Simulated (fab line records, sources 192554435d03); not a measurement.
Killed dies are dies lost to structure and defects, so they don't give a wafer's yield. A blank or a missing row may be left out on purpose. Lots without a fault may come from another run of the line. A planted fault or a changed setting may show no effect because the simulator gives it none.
fab line records | flow n5_finfet
record lots=5 wafers=15 last_day=17
route steps=1938 shown DUMMY_REMOVAL@384 HKMG_FIN@385 BEOL_M4@1111
lots that met no fault: from a run of the same line without faults
start_h: hours from the record's first day to the start of the lot's first wafer shown | wait_h: hours since the lot's step before | " the same as in the row above | L1.1+2: a row that stands for several wafers | - no value, or no start given | * or withheld: withheld | < > ~ a bound
route shown NAME@n: a module of which the file shows steps, and the number in the route of the first | usual: mean/standard deviation of fault-free wafers | same: alike in all rows | chamber/n: place in a boat | sites: the reading at each site | _std_site: their standard deviation | _edge_site: outer sites' mean less inner sites' | radius_mm: how far each site lies from the wafer's centre | mask NAME#n: copy n | behind: the tool/chamber that last shaped the wafer | hold: why the lot was held/for how many hours/how that ended | device: the transistor (n, p or np) that didn't switch | end of line: the same wafers' tests at the end of the route | a step without rows: its recipe alone | killed: dies lost to structure and defects at the first sort, not the wafer's yield | map: a wafer's dies, x killed, . not, _ none there
set.NAME: the setting as run; set.NAME@STEP: as run at that earlier step | model.NAME: the simulator's own value behind a step, which no gauge read
lots at some steps of the route; a table a step, a row a wafer
services: from which hour (start_h, from the record's first day; less than 0 if before it) a tool's chamber was out of use, for how many hours, and why
## steps
# step N5_DUMMY_REMOVAL_SRD_05
# recipe dry=ipa_marangoni do_ppb=5 time_s=30 temp_c=23 rinse_liquid=diw
# step N5_HKMG_FIN_IL_REGROW_00
# recipe material=SiO2 target_thk_a=7.5 chemistry=O3 temp_c=withheld time_s=30
# step N5_HKMG_FIN_HK_ALD_01
# recipe material=HfO2 target_thk_a=16 temp_c=withheld ald_precursor_family=HfCl4 ald_co_reactant=H2O pulse_time_s=3 purge_time_s=3 co_reactant_purge_time_s=2.5 co_reactant_pulse_time_s=0.3 ald_cycles=30
# usual precursor_pulse_height_rel=1.000/0.019
# columns lot.wafer tool chamber start_h wait_h precursor_pulse_height_rel
L360.2 ald_hk-03 2 99.06 0.0 1.022
L360.4 " 1 " " 0.983
L360.6 " 2 " " 1.006
L364.1 ald_hk-03 3 121.23 0.0 1.034
L364.3 " 2 " " 1.000
L364.5 " 3 " " 1.006
L369.1 ald_hk-02 1 150.13 0.0 0.985
L369.2 " 3 " " 0.985
L369.5 " 1 " " 1.014
L376.2 ald_hk-02 1 191.61 0.0 0.983
L376.3 " 0 " " 0.983
L376.5 " 1 " " 1.014
L378.1 ald_hk-03 1 204.63 0.0 0.998
L378.5 " 0 " " 0.986
L378.6 " 3 " " 0.999
# step N5_HKMG_FIN_HK_ANNEAL_02
# recipe temp_c=700 time_s=30 ambient=N2 idle_temp_c=600 ramp_up_c_per_s=150 ramp_down_c_per_s=60 cool_to_c=600
# usual lamp_power_pct=8.81/0.06 lamp_zone_2_pct=8.799/0.012 lamp_zone_6_pct=8.725/0.012 lamp_zone_7_pct=9.191/0.012 wafer_temp_C_max=702.8/0.68
# columns lot.wafer tool chamber start_h wait_h lamp_power_pct lamp_zone_2_pct lamp_zone_6_pct lamp_zone_7_pct wafer_temp_C_max
L360.2 rtp_anneal-01 0 99.31 0.2 8.85 8.812 8.711 9.199 702.5
L360.4 " 0 " " 8.83 8.786 8.733 9.198 702.5
L360.6 " 0 " " 8.78 8.791 8.731 9.180 702.0
L364.1 rtp_anneal-01 0 121.42 0.1 8.83 8.790 8.700 9.193 703.4
L364.3 " 0 " " 8.85 8.800 8.730 9.218 703.3
L364.5 " 0 " " 8.72 8.812 8.700 9.185 702.8
L369.1 rtp_anneal-01 0 150.44 0.2 8.87 8.778 8.726 9.191 702.9
L369.2 " 0 " " 8.94 8.803 8.727 9.202 702.4
L369.5 " 0 " " 8.80 8.796 8.735 9.176 702.4
L376.2 rtp_anneal-01 0 191.83 0.1 8.74 8.786 8.717 9.193 702.5
L376.3 " 0 " " 8.80 8.808 8.721 9.191 702.4
L376.5 " 0 " " 8.85 8.807 8.733 9.190 702.1
L378.1 rtp_anneal-01 0 204.81 0.1 8.80 8.810 8.758 9.187 702.9
L378.5 " 0 " " 8.82 8.799 8.730 9.193 702.6
L378.6 " 0 " " 8.85 8.814 8.723 9.179 702.8
# step N5_HKMG_FIN_ALD_74
# recipe material=La2O3 target_thk_a=5 temp_c=250 ald_precursor_family=La-Cp ald_co_reactant=O3 pulse_time_s=6 co_reactant_pulse_time_s=1 purge_time_s=3 co_reactant_purge_time_s=3
# usual heater_power_w=334/25 precursor_pulse_height_rel=1.002/0.019
# columns lot.wafer tool chamber start_h wait_h heater_power_w precursor_pulse_height_rel
L360.2 ald_hk-02 0 99.64 0.3 363 0.989
L360.4 " 3 " " 302 1.007
L360.6 " 0 " " 360 1.006
L364.1 ald_hk-02 1 121.64 0.2 333 1.029
L364.3 " 2 " " 340 1.005
L364.5 " 3 " " 300 0.992
L369.1 ald_hk-01 1 150.66 0.2 318 0.986
L369.2 " 0 " " 337 1.018
L369.5 " 0 " " 341 0.991
L376.2 ald_hk-01 2 192.03 0.2 313 0.972
L376.3 " 3 " " 330 1.004
L376.5 " 1 " " 322 0.989
L378.1 ald_hk-02 1 205.03 0.2 335 0.977
L378.5 " 0 " " 364 0.967
L378.6 " 3 " " 302 1.010
# step N5_HKMG_FIN_ALD_75
# recipe material=Al2O3 target_thk_a=10 temp_c=150 ald_precursor_family=TMA ald_co_reactant=H2O pulse_time_s=withheld co_reactant_pulse_time_s=1
# usual heater_power_w=144/11 precursor_pulse_height_rel=0.998/0.02
# columns lot.wafer tool chamber start_h wait_h heater_power_w precursor_pulse_height_rel
L360.2 ald_hk-02 0 99.72 0.0 161 0.978
L360.4 " 3 " " 127 0.996
L360.6 " 0 " " 163 1.008
L364.1 ald_hk-02 1 121.71 0.0 148 1.022
L364.3 " 2 " " 155 1.015
L364.5 " 3 " " 131 0.989
L369.1 ald_hk-01 1 150.82 0.1 139 1.016
L369.2 " 0 " " 145 0.985
L369.5 " 0 " " 146 1.003
L376.2 ald_hk-01 2 192.10 0.0 137 1.008
L376.3 " 3 " " 141 1.009
L376.5 " 1 " " 140 0.981
L378.1 ald_hk-02 1 205.10 0.0 143 0.986
L378.5 " 0 " " 159 0.991
L378.6 " 3 " " 127 1.020
# step N5_HKMG_FIN_COAT_41
# recipe resist=SOC temp_c=250 time_s=60 spin_rpm=1500 resist_thk_nm=300
# step N5_HKMG_FIN_COAT_42
# recipe resist=SiARC temp_c=220 time_s=60 spin_rpm=1500 resist_thk_nm=35
# step N5_HKMG_FIN_COAT_43
# recipe resist=CAR-ArF spin_rpm=1500 resist_thk_nm=90
# step N5_HKMG_FIN_EBR_45
# recipe solvent=PGMEA ebr_width_mm=1.5
# step N5_HKMG_FIN_SOFTBAKE_44
# recipe temp_c=110 time_s=60 resist=CAR-ArF
# step N5_HKMG_FIN_EXPOSE_46
# recipe mask_id=NDIPOLE na=1.35 source_shape=conventional sigma_outer=0.8 polarization=unpolarized dose_mj=40
# step N5_HKMG_FIN_PEB_47
# recipe peb_temp_c=withheld peb_time_s=60 resist=CAR-ArF
# usual exhaust_pa=44.8/0.87
# columns lot.wafer tool chamber start_h wait_h exhaust_pa
L360.2 litho_track-05 0 99.99 0.0 45.8
L360.4 " 0 " " 45.4
L360.6 " 0 " " 45.2
L364.1 litho_track-03 0 122.11 0.1 45.4
L364.3 " 0 " " 45.9
L364.5 " 0 " " 44.9
L369.1 litho_track-05 0 151.29 0.1 44.3
L369.2 " 0 " " 44.8
L369.5 " 0 " " 45.5
L376.2 litho_track-03 0 192.38 0.0 44.7
L376.3 " 0 " " 44.3
L376.5 " 0 " " 44.5
L378.1 litho_track-01 0 205.38 0.1 46.4
L378.5 " 0 " " 46.5
L378.6 " 0 " " 45.8
# step N5_HKMG_FIN_DEVELOP_48
# recipe develop_time_s=30 developer=TMAH resist=CAR-ArF rinse_liquid=diw dry=air_spin dev_temp_c=23
# step N5_HKMG_FIN_CD_MEAS_49
# recipe target_cd_nm=202 landing_energy_ev=500 detector=se_inlens polarity=opening
# usual cd_nm=202.4/0.6
# same landing_energy_ev=500
# columns lot.wafer tool chamber start_h wait_h cd_nm
L360.2 cd_sem-02 0 100.06 - 202.3
L360.4 " 0 " " 202.5
L360.6 " 0 " " 202.1
L364.1 cd_sem-01 0 122.18 - 201.5
L364.3 " 0 " " 201.9
L364.5 " 0 " " 202.0
L369.1 cd_sem-03 0 151.36 - 201.7
L369.2 " 0 " " 207.0
L369.5 " 0 " " 206.5
L376.2 cd_sem-02 0 192.44 - 201.1
L376.3 " 0 " " 202.6
L376.5 " 0 " " 202.3
L378.1 cd_sem-02 0 205.44 - 202.2
L378.5 " 0 " " 202.5
L378.6 " 0 " " 202.2
# step N5_HKMG_FIN_OVL_MEAS_50
# recipe points_per_wafer=44
# usual NDIPOLE_OVL=0.5/0.74
# same points_per_wafer=44
# columns lot.wafer tool chamber start_h wait_h NDIPOLE_OVL[nm]
L360.2 overlay-02 0 100.09 0.0 0.1
L360.4 " 0 " " 0.5
L360.6 " 0 " " 1.0
L364.1 overlay-01 0 122.21 0.0 0.3
L364.3 " 0 " " 0.4
L364.5 " 0 " " 1.1
L369.1 overlay-02 0 151.39 0.0 1.3
L369.2 " 0 " " 0.9
L369.5 " 0 " " 0.9
L376.2 overlay-01 0 192.47 0.0 1.5
L376.3 " 0 " " 0.8
L376.5 " 0 " " 1.3
L378.1 overlay-02 0 205.47 0.0 0.6
L378.5 " 0 " " 0.9
L378.6 " 0 " " 0.8
# step N5_BEOL_M4_RC_MEAS_101
# usual DIBL_N=36.0/1.7 DIBL_P=36.0/2 IOFF_N=0.156/0.028 IOFF_P=0.21/0.04 ION_N=673/12 ION_P=463/8.3 SS_N=71.4/0.6 SS_P=73.3/0.66 VT_N=250/3 VT_P=-250/3.8
# columns lot.wafer tool chamber start_h wait_h DIBL_N[mV/V] DIBL_P[mV/V] IOFF_N[nA/um] IOFF_P[nA/um] ION_N[uA/um] ION_P[uA/um] SS_N[mV/dec] SS_P[mV/dec] VT_N[mV] VT_P[mV]
L360.2 prober-01 0 181.66 0.2 36.5 37.9 0.164 0.24 667 462 71.3 73.4 252 -248
L360.4 " 0 " " 35.1 36.4 0.134 0.22 671 469 71.3 72.9 253 -248
L360.6 " 0 " " 35.4 37.0 0.144 0.23 671 469 71.8 73.0 250 -248
L364.1 prober-02 0 207.88 0.0 37.3 35.2 0.166 0.20 661 455 72.5 73.8 252 -251
L364.3 " 0 " " 36.4 35.3 0.167 0.21 680 473 71.4 74.1 249 -250
L364.5 " 0 " " 36.3 35.7 0.160 0.22 676 468 70.8 74.0 251 -248
L369.1 prober-01 0 242.92 0.0 37.9 39.8 0.192 0.34 677 482 71.8 74.1 247 -240
L369.2 " 0 " " 39.6 40.8 0.234 0.35 697 481 72.3 74.8 242 -241
L369.5 " 0 " " 38.8 39.8 0.215 0.33 687 479 72.7 74.5 247 -241
L378.1 prober-01 0 298.51 0.0 33.8 32.2 0.107 0.14 638 443 71.5 72.4 257 -259
L378.5 " 0 " " 33.1 31.8 0.107 0.13 661 452 71.0 71.8 255 -258
L378.6 " 0 " " 36.6 36.4 0.147 0.18 663 455 71.3 73.4 253 -255
L376.2 prober-01 0 300.94 0.2 33.8 32.6 0.125 0.16 667 461 70.6 73.0 252 -252
L376.3 " 0 " " 35.0 33.8 0.134 0.17 661 449 71.3 74.0 253 -253
L376.5 " 0 " " 33.8 31.9 0.133 0.15 670 455 70.6 72.8 251 -254
## services
# columns tool chamber start_h hours kind
litho_track-03 - 76.93 - consumable_replace:filter
rtp_anneal-01 - 83.86 3.5 pm
ald_hk-02 - 123.41 0.9 repair
ald_hk-03 - 126.92 0.5 repair
ald_hk-01 - 140.58 1.6 repair
ald_hk-03 - 145.31 6.0 pm
ald_hk-01 - 193.91 0.7 repair
ald_hk-01 - 194.77 2.8 pm
ald_hk-01 - 198.39 8.7 pm
## key
first_sign step=N5_HKMG_FIN_CD_MEAS_49 reading=cd_nm direction=up sigmas=7.2 usual=202.4 struck=206.8
effect none on later readings
met_at N5_HKMG_FIN_PEB_47
struck_wafers L369.2,L369.5
onset_between 99.99 151.29
fault kind=process_parameter_drift tool=litho_track-05 chamber=- onset_h=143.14 steps=N5_HKMG_FIN_PEB_47 channel=peb_time_s offset=* shape=step end_h=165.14 scope=struck_wafers_only acts_in=* stated=*
